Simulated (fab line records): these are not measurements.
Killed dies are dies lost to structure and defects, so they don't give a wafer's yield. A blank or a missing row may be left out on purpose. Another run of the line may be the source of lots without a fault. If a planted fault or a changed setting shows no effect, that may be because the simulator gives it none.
Which tool is to blame?	flow n5 finfet	30 wafers from 10 lots sampled at 5 of the route's 1938 steps

WHAT THE GAUGES READ, wafer by wafer
N5_BEOL_M13_THK_MEAS_01. Usual: M13_ILD_THK typically reads 841 nm, with standard deviation 10.
lot	measured	on	M13_ILD_THK (nm)	flag
L222	day 10 14:54	film metro-02	831 828 842	
L224	day 11 04:46	film metro-02	833 836 855	
L227	day 12 13:04	film metro-02	818 826 831	
L230	day 13 05:25	film metro-01	840 854 846	
L235	day 13 05:51	film metro-02	834 834 836	
L241	day 15 17:57	film metro-01	841 845 859	
L243	day 16 00:45	film metro-01	846 841 850	
L242	day 16 04:05	film metro-02	817 827 835	
L245	day 16 11:56	film metro-02	827 832 839	
L244	day 17 05:43	film metro-01	838 853 856	

N5_BEOL_M13_INSPECT_12: inspects for defects (macro). Usual: raw defect count 2.0, standard deviation 1.4.
lot	measured	on	raw defect count	flag
L222	day 10 15:15	defect inspect-02	3 1 3	
L224	day 11 05:08	defect inspect-02	2 2 4	
L227	day 12 13:32	defect inspect-01	2 1 2	
L230	day 13 05:47	defect inspect-01	2 1 1	
L235	day 13 06:12	defect inspect-02	1 3 2	
L241	day 15 18:26	defect inspect-02	2 2 1	
L243	day 16 01:07	defect inspect-01	1 0 0	
L242	day 16 04:26	defect inspect-01	0 4 0	
L245	day 16 12:25	defect inspect-02	3 0 1	
L244	day 17 06:05	defect inspect-01	4 2 0	

N5_BEOL_M13_OVL_MEAS_29. Usual: M13_OVL typically reads -2 nm, with standard deviation 4.7.
lot	measured	on	M13_OVL (nm)	flag
L222	day 10 16:10	overlay-01	2 -6 -4	
L224	day 11 06:10	overlay-02	-10 1 -1	
L227	day 12 14:43	overlay-02	-12 -3 -10	
L230	day 13 06:52	overlay-02	-3 0 -3	
L235	day 13 07:08	overlay-02	-5 -3 5	
L241	day 15 19:21	overlay-02	-1 -3 -3	
L243	day 16 02:25	overlay-01	2 -1 0	
L242	day 16 05:31	overlay-02	-4 -1 -3	
L245	day 16 13:48	overlay-02	-2 -1 1	
L244	day 17 07:07	overlay-02	-7 1 -10	

WHAT TOOL EACH LOT RAN ON (gives the tool, then ch and the chambers of the sampled wafers, and finally the start)
lot	N5_BEOL_M13_STRIP_63	N5_BEOL_M13_STRIP_64
L222	plasma asher-02 ch 0,1, day 10 15:37	plasma asher-02 ch 0,1, day 10 15:40
L224	plasma asher-01 ch 0,1, day 11 05:29	plasma asher-01 ch 0,1, day 11 05:32
L227	plasma asher-02 ch 0,1, day 12 14:02	plasma asher-02 ch 0,1, day 12 14:05
L230	plasma asher-02 ch 0,1, day 13 06:10	plasma asher-02 ch 0,1, day 13 06:14
L235	plasma asher-02 ch 0,1, day 13 06:34	plasma asher-02 ch 0,1, day 13 06:37
L241	plasma asher-02 ch 0,1, day 15 18:47	plasma asher-02 ch 0,1, day 15 18:50
L243	plasma asher-01 ch 0,1, day 16 01:45	plasma asher-01 ch 0,1, day 16 01:49
L242	plasma asher-02 ch 0,1, day 16 04:49	plasma asher-02 ch 0,1, day 16 04:53
L245	plasma asher-01 ch 0,1, day 16 13:07	plasma asher-01 ch 0,1, day 16 13:10
L244	plasma asher-01 ch 0,1, day 17 06:27	plasma asher-01 ch 0,1, day 17 06:31
- N5_BEOL_M13_STRIP_63: strips in N2/H2.
- N5_BEOL_M13_STRIP_64: strips in N2/H2.

WHAT THE TOOLS THEMSELVES READ (means of the sampled wafers that have a number; where no wafer has one, the mark that the record gives instead)
N5_BEOL_M13_STRIP_63. Usual: chamber pressure mTorr 1000.1 mTorr, standard deviation 0.88; drypump motor current A 5.7 A, standard deviation 0.4; h2 flow sccm 3251 sccm, standard deviation 10; heater power w 324 W, standard deviation 31; oes product au 0.673 a.u., standard deviation 0.0053; strip time to endpoint s 27.4 s, standard deviation 1.
lot	tool	chamber pressure mTorr (mTorr)	drypump motor current A (A)	h2 flow sccm (sccm)	heater power w (W)	oes product au (a.u.)	strip time to endpoint s (s)	flag
L222	plasma asher-02	999.8	5.9	3248	302	0.674	27.7	
L224	plasma asher-01	1000.1	5.4	3264	343	0.672	27.7	
L227	plasma asher-02	999.3	5.9	3247	304	0.674	28.5	
L230	plasma asher-02	1000.8	6.1	3253	312	0.670	27.5	
L235	plasma asher-02	999.4	5.9	3251	305	0.676	28.1	
L241	plasma asher-02	-	-	-	-	-	-	OFF
L243	plasma asher-01	1000.4	5.3	3245	366	0.670	26.6	
L242	plasma asher-02	-	-	-	-	-	-	OFF
L245	plasma asher-01	999.8	5.3	3244	364	0.675	27.3	
L244	plasma asher-01	1000.7	5.4	3248	349	0.666	27.3	

N5_BEOL_M13_STRIP_64. Usual: drypump motor current A 5.8 A, standard deviation 0.4; h2 flow sccm 3250 sccm, standard deviation 9.1; heater power w 323 W, standard deviation 32; oes product au 0.714 a.u., standard deviation 0.0048; strip time to endpoint s 31.32 s, standard deviation 0.077.
lot	tool	drypump motor current A (A)	h2 flow sccm (sccm)	heater power w (W)	oes product au (a.u.)	strip time to endpoint s (s)	flag
L222	plasma asher-02	5.9	3247	302	0.712	31.31	
L224	plasma asher-01	5.4	3248	340	0.713	31.30	
L227	plasma asher-02	5.9	3248	300	0.712	31.13	
L230	plasma asher-02	6.0	3250	310	0.714	31.34	
L235	plasma asher-02	5.9	3256	303	0.716	31.36	
L241	plasma asher-02	5.9	3244	305	0.705	51.20	OFF
L243	plasma asher-01	5.3	3245	371	0.714	31.16	
L242	plasma asher-02	6.0	3255	309	0.702	52.90	OFF
L245	plasma asher-01	5.3	3245	369	0.718	31.29	
L244	plasma asher-01	5.4	3244	341	0.713	31.38	

THE ANSWER, worked out from the rows above alone
Rule: a lot is off if the mean of its wafers that have a number lies more than 3 standard deviations from the usual mean. A lot without any number at a reading at which 4 lots or more have one is off too. Any other lot the step has rows for is counted as sound. After the gauges, taken in route order, come the tools' own readings; for these a lot's mean is taken, as printed above. The first step at which some lot is off is used, and at that step the reading that is off furthest; a lot without a number counts as furthest.
Off at N5_BEOL_M13_STRIP_63 (chamber pressure mTorr): L241, L242. Without a number there: L241, L242.
A tool fits if, at that step or a process step before it, it ran every lot that is off, and no sound lot after the first of them. One fits: plasma asher-02 at N5_BEOL_M13_STRIP_63. A fault onset in the window from L235 (day 13 06:34, its last sound lot) to L241 (day 15 18:47, its first lot off) fits.
Blank at N5_BEOL_M13_STRIP_63 on the lots that are off, where sound lots have numbers: chamber pressure mTorr, drypump motor current A, h2 flow sccm, heater power w, oes product au, strip time to endpoint s.

WHAT THE SIMULATOR HAD PUT IN
Whole step skipped at N5_BEOL_M13_STRIP_63 on plasma asher-02, starting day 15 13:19. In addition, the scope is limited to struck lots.
Lots struck among those shown: L241, L242. This agrees with what the rule above found.
